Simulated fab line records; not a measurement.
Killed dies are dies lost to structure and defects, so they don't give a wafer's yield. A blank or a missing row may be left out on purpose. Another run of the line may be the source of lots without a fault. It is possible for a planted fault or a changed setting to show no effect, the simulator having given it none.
Which of the tools did it?	flow n5-finfet	69 wafers from 23 lots sampled at 5 of the route's 1938 steps

WHAT THE GAUGES SHOWED, per wafer
N5_ILD0_INSPECT_06: inspects for defects (darkfield).
lot	measured	on	raw-defect-count
L074	day 3 16:38	defect-inspect-02	61 39 21
L075	day 3 23:37	defect-inspect-01	41 44 43
L076	day 4 04:42	defect-inspect-01	24 31 32
L077	day 4 10:01	defect-inspect-02	67 25 23
L078	day 4 21:21	defect-inspect-01	35 46 54
L079	day 5 04:04	defect-inspect-02	34 39 49
L080	day 5 06:20	defect-inspect-01	18 30 45
L081	day 5 16:08	defect-inspect-01	45 33 25
L082	day 5 20:58	defect-inspect-01	18 27 30
L083	day 5 23:26	defect-inspect-02	23 47 36
L084	day 6 08:32	defect-inspect-02	62 30 55
L085	day 6 11:55	defect-inspect-02	37 51 41
L087	day 6 23:53	defect-inspect-01	63 44 56
L088	day 7 05:48	defect-inspect-01	26 29 34
L089	day 7 11:29	defect-inspect-01	25 53 51
L090	day 7 17:16	defect-inspect-02	21 41 12
L091	day 7 23:15	defect-inspect-01	15 22 16
L092	day 8 06:50	defect-inspect-01	43 35 27
L093	day 8 14:08	defect-inspect-02	55 40 42
L094	day 8 18:42	defect-inspect-02	40 36 29
L095	day 9 00:27	defect-inspect-02	63 28 33
L096	day 9 06:59	defect-inspect-02	35 36 35
L097	day 9 15:05	defect-inspect-02	30 52 35

WHAT TOOL EACH LOT RAN ON (gives the tool, then ch and the chambers of the sampled wafers, and finally the start)
lot	N5_DUMMY_GATE_TRIM_49	N5_DUMMY_GATE_STRIP_48	N5_SD_EPI_P_DESCUM_14	N5_SD_ACTIVATION_RTA_00
L074	rie-si-05 ch 1,2,3, day 2 23:25	rie-diel-05 ch 0,1,2, day 3 00:13	rie-diel-05 ch 0,2,3, day 3 05:41	rtp-anneal-01 ch 0, day 3 09:29
L075	rie-si-05 ch 1,3, day 3 04:44	rie-diel-02 ch 0,1,3, day 3 05:29	rie-diel-05 ch 1,2, day 3 12:46	rtp-anneal-02 ch 0, day 3 16:37
L076	rie-si-05 ch 1,2,3, day 3 10:40	rie-diel-01 ch 0,2, day 3 11:31	rie-diel-02 ch 1,2,3, day 3 17:27	rtp-anneal-01 ch 0, day 3 21:38
L077	rie-si-06 ch 0,1,3, day 3 15:49	rie-diel-01 ch 0,1,2, day 3 16:33	rie-diel-01 ch 0,2,3, day 3 22:10	rtp-anneal-02 ch 0, day 4 02:55
L078	rie-si-06 ch 1,2, day 4 02:34	rie-diel-01 ch 1,2,3, day 4 03:23	rie-diel-05 ch 0,1,3, day 4 09:21	rtp-anneal-02 ch 0, day 4 14:08
L079	rie-si-01 ch 0,1,3, day 4 07:33	rie-diel-02 ch 1,3, day 4 08:19	rie-diel-01 ch 1,2, day 4 15:53	rtp-anneal-02 ch 0, day 4 20:29
L080	rie-si-01 ch 1,3, day 4 11:47	rie-diel-05 ch 0,1, day 4 12:38	rie-diel-01 ch 0,1,2, day 4 19:11	rtp-anneal-02 ch 0, day 4 23:11
L081	rie-si-01 ch 1,2,3, day 4 18:39	rie-diel-02 ch 1,2,3, day 4 19:23	rie-diel-02 ch 0,1,2, day 5 03:27	rtp-anneal-02 ch 0, day 5 09:10
L082	rie-si-06 ch 0,2,3, day 4 22:46	rie-diel-01 ch 0,3, day 4 23:34	rie-diel-01 ch 0,1, day 5 09:21	rtp-anneal-02 ch 0, day 5 13:57
L083	rie-si-06 ch 1,2,3, day 5 05:34	rie-diel-01 ch 0,3, day 5 06:28	rie-diel-01 ch 0,3, day 5 12:40	rtp-anneal-01 ch 0, day 5 16:26
L084	rie-si-06 ch 1,2, day 5 14:40	rie-diel-05 ch 2,3, day 5 15:46	rie-diel-02 ch 0,3, day 5 21:47	rtp-anneal-01 ch 0, day 6 01:36
L085	rie-si-05 ch 1,3, day 5 17:58	rie-diel-02 ch 0,3, day 5 18:49	rie-diel-05 ch 0,1, day 6 01:04	rtp-anneal-02 ch 0, day 6 04:56
L087	rie-si-01 ch 0,2,3, day 6 05:20	rie-diel-05 ch 1,2,3, day 6 06:05	rie-diel-01 ch 0,2,3, day 6 12:17	rtp-anneal-01 ch 0, day 6 16:55
L088	rie-si-01 ch 0,1,2, day 6 12:07	rie-diel-02 ch 1,2, day 6 12:55	rie-diel-02 ch 2,3, day 6 18:53	rtp-anneal-01 ch 0, day 6 22:51
L089	rie-si-01 ch 0,2,3, day 6 17:38	rie-diel-01 ch 0,2,3, day 6 18:32	rie-diel-05 ch 1,2, day 7 00:35	rtp-anneal-01 ch 0, day 7 04:30
L090	rie-si-06 ch 0,1,3, day 6 23:31	rie-diel-05 ch 1,2,3, day 7 00:25	rie-diel-05 ch 1,2,3, day 7 06:01	rtp-anneal-01 ch 0, day 7 09:55
L091	rie-si-01 ch 1,2,3, day 7 06:02	rie-diel-05 ch 0,1,3, day 7 06:48	rie-diel-01 ch 0,1,3, day 7 12:26	rtp-anneal-01 ch 0, day 7 16:16
L092	rie-si-01 ch 1,2,3, day 7 12:52	rie-diel-01 ch 1,2, day 7 13:53	rie-diel-01 ch 0,1,3, day 7 20:07	rtp-anneal-02 ch 0, day 7 23:51
L093	rie-si-01 ch 0,1,3, day 7 18:57	rie-diel-02 ch 0,2, day 7 19:58	rie-diel-02 ch 0,3, day 8 03:22	rtp-anneal-01 ch 0, day 8 07:07
L094	rie-si-01 ch 0,2,3, day 8 01:01	rie-diel-01 ch 0,2, day 8 01:46	rie-diel-01 ch 1,2, day 8 07:58	rtp-anneal-01 ch 0, day 8 11:42
L095	rie-si-05 ch 1,3, day 8 05:05	rie-diel-05 ch 0,3, day 8 05:52	rie-diel-01 ch 0,1,2, day 8 12:16	rtp-anneal-02 ch 0, day 8 16:11
L096	rie-si-01 ch 0,2,3, day 8 12:17	rie-diel-01 ch 1,2,3, day 8 13:14	rie-diel-02 ch 1,3, day 8 19:53	rtp-anneal-01 ch 0, day 8 23:40
L097	rie-si-01 ch 0,2,3, day 8 20:13	rie-diel-01 ch 0,2,3, day 8 20:58	rie-diel-01 ch 1,2,3, day 9 03:58	rtp-anneal-01 ch 0, day 9 07:45
- N5_DUMMY_GATE_TRIM_49: chemistry O2, time 29 s, target cd 14 nm.
- N5_DUMMY_GATE_STRIP_48: strips in N2/H2, time 20 s.
- N5_SD_EPI_P_DESCUM_14: chemistry O2, time 7.9 s.
- N5_SD_ACTIVATION_RTA_00: time 0 s.

AS READ BY THE TOOLS THEMSELVES (means over the sampled wafers that have a number; for cases with no such wafer, the mark the record gives instead)
N5_DUMMY_GATE_TRIM_49.
lot	tool	drypump-motor-current-A (A)	oes-product-au (a.u.)	throttle-valve-pct (%)
L074	rie-si-05	5.9	1.002	8.17
L075	rie-si-05	5.5	0.995	8.21
L076	rie-si-05	5.9	1.009	8.18
L077	rie-si-06	5.4	1.020	8.29
L078	rie-si-06	5.6	1.010	8.31
L079	rie-si-01	6.0	0.993	8.32
L080	rie-si-01	6.3	0.997	8.30
L081	rie-si-01	5.9	0.998	8.19
L082	rie-si-06	5.7	1.007	8.25
L083	rie-si-06	5.4	1.016	8.29
L084	rie-si-06	5.2	1.011	8.36
L085	rie-si-05	5.6	0.996	8.21
L087	rie-si-01	5.9	1.019	8.20
L088	rie-si-01	5.7	1.008	8.21
L089	rie-si-01	5.9	1.016	8.20
L090	rie-si-06	5.4	1.015	8.28
L091	rie-si-01	5.9	0.990	8.19
L092	rie-si-01	5.9	1.000	8.19
L093	rie-si-01	6.0	0.999	8.33
L094	rie-si-01	5.9	1.010	8.20
L095	rie-si-05	5.5	0.995	8.22
L096	rie-si-01	5.9	1.010	8.19
L097	rie-si-01	5.9	1.010	8.19

N5_DUMMY_GATE_STRIP_48.
lot	tool	drypump-motor-current-A (A)	oes-product-au (a.u.)	rf-vpp-V (V)	showerhead-plenum-p-Torr (Torr)	throttle-valve-pct (%)
L074	rie-diel-05	5.7	0.80	45.3	3.44	12.23
L075	rie-diel-02	6.0	0.75	45.8	3.37	12.15
L076	rie-diel-01	6.0	0.77	44.7	3.43	12.26
L077	rie-diel-01	6.2	0.84	45.4	3.41	12.17
L078	rie-diel-01	5.8	0.82	45.1	3.40	12.21
L079	rie-diel-02	6.1	0.74	45.5	3.40	12.18
L080	rie-diel-05	5.8	0.79	46.0	3.34	12.39
L081	rie-diel-02	5.7	0.74	45.5	3.36	12.21
L082	rie-diel-01	5.4	0.75	44.2	3.25	12.31
L083	rie-diel-01	5.7	0.78	45.8	3.25	12.28
L084	rie-diel-05	5.6	0.73	44.8	3.49	12.28
L085	rie-diel-02	5.9	0.73	45.9	3.29	12.30
L087	rie-diel-05	5.6	0.73	44.5	3.41	12.40
L088	rie-diel-02	5.8	0.74	45.0	3.43	12.13
L089	rie-diel-01	5.6	0.75	45.7	3.32	12.33
L090	rie-diel-05	5.6	0.72	45.3	3.40	12.41
L091	rie-diel-05	5.8	0.77	46.4	3.42	12.35
L092	rie-diel-01	6.3	0.85	45.1	3.46	12.17
L093	rie-diel-02	5.2	0.73	45.8	3.35	12.20
L094	rie-diel-01	6.0	0.76	45.9	3.32	12.34
L095	rie-diel-05	5.7	0.76	45.6	3.51	12.27
L096	rie-diel-01	5.8	0.78	45.4	3.39	12.28
L097	rie-diel-01	5.7	0.74	44.5	3.32	12.37

N5_SD_EPI_P_DESCUM_14.
lot	tool	drypump-motor-current-A (A)	oes-product-au (a.u.)	rf-vpp-V (V)	showerhead-plenum-p-Torr (Torr)	throttle-valve-pct (%)
L074	rie-diel-05	5.7	0.80	245.3	2.18	20.38
L075	rie-diel-05	5.7	0.75	243.3	2.06	20.66
L076	rie-diel-02	5.7	0.75	243.1	2.09	20.34
L077	rie-diel-01	5.7	0.76	243.3	2.07	20.55
L078	rie-diel-05	5.7	0.79	243.4	2.13	20.57
L079	rie-diel-01	6.3	0.89	243.8	2.15	20.28
L080	rie-diel-01	6.2	0.84	243.8	2.11	20.46
L081	rie-diel-02	5.6	0.75	243.6	2.12	20.30
L082	rie-diel-01	6.2	0.85	243.2	2.07	20.58
L083	rie-diel-01	5.7	0.78	241.6	2.03	20.67
L084	rie-diel-02	5.8	0.75	242.6	2.07	20.35
L085	rie-diel-05	5.8	0.82	243.6	2.14	20.54
L087	rie-diel-01	5.7	0.75	242.6	2.07	20.59
L088	rie-diel-02	5.3	0.73	242.7	2.05	20.31
L089	rie-diel-05	5.6	0.72	243.7	2.10	20.51
L090	rie-diel-05	5.6	0.72	243.3	2.11	20.57
L091	rie-diel-01	5.8	0.81	243.0	2.06	20.53
L092	rie-diel-01	5.8	0.80	242.8	2.06	20.53
L093	rie-diel-02	5.8	0.71	241.8	2.03	20.44
L094	rie-diel-01	6.3	0.84	244.1	2.14	20.32
L095	rie-diel-01	6.2	0.80	242.5	2.10	20.50
L096	rie-diel-02	6.1	0.71	243.4	2.11	20.50
L097	rie-diel-01	5.8	0.77	243.6	2.09	20.44

N5_SD_ACTIVATION_RTA_00.
lot	tool	lamp-power-pct (%)	wafer_temp_C_max
L074	rtp-anneal-01	9.01	975.5
L075	rtp-anneal-02	8.96	975.0
L076	rtp-anneal-01	8.97	974.4
L077	rtp-anneal-02	8.96	976.0
L078	rtp-anneal-02	8.93	975.4
L079	rtp-anneal-02	8.95	973.7
L080	rtp-anneal-02	8.95	974.2
L081	rtp-anneal-02	8.99	973.4
L082	rtp-anneal-02	8.97	975.3
L083	rtp-anneal-01	8.89	976.6
L084	rtp-anneal-01	8.99	976.1
L085	rtp-anneal-02	9.00	975.4
L087	rtp-anneal-01	8.95	974.9
L088	rtp-anneal-01	8.91	976.5
L089	rtp-anneal-01	8.92	976.2
L090	rtp-anneal-01	8.95	976.4
L091	rtp-anneal-01	8.95	975.4
L092	rtp-anneal-02	8.96	976.6
L093	rtp-anneal-01	9.00	975.4
L094	rtp-anneal-01	8.96	973.6
L095	rtp-anneal-02	8.92	975.2
L096	rtp-anneal-01	9.03	977.3
L097	rtp-anneal-01	8.90	974.1

THE ANSWER, worked out from the rows above alone
Rule: the lots themselves supply what counts as usual. The widest of any qualifying gaps counts: lots, ordered by their means at a reading, are off when they make up no more than a third of the lots, leave a main group of 4 or more, and stand apart from it by 3 or more times the standard deviation of that group's means. If all means in a main group match to the digits the tables above print for the reading, that group is not used. Also off: a lot with no number at a reading for which 4 or more lots have one. The other lots that the step has rows for count as sound. After the gauges, taken in route order, come the tools' own readings; for these a lot's mean is taken, as printed above. The first step at which some lot is off is used, and at that step the reading that is off furthest; a lot without a number counts as furthest.
Across all readings shown, no lot is off: no conclusion can be drawn from this.

WHAT THE SIMULATOR HAD PUT IN
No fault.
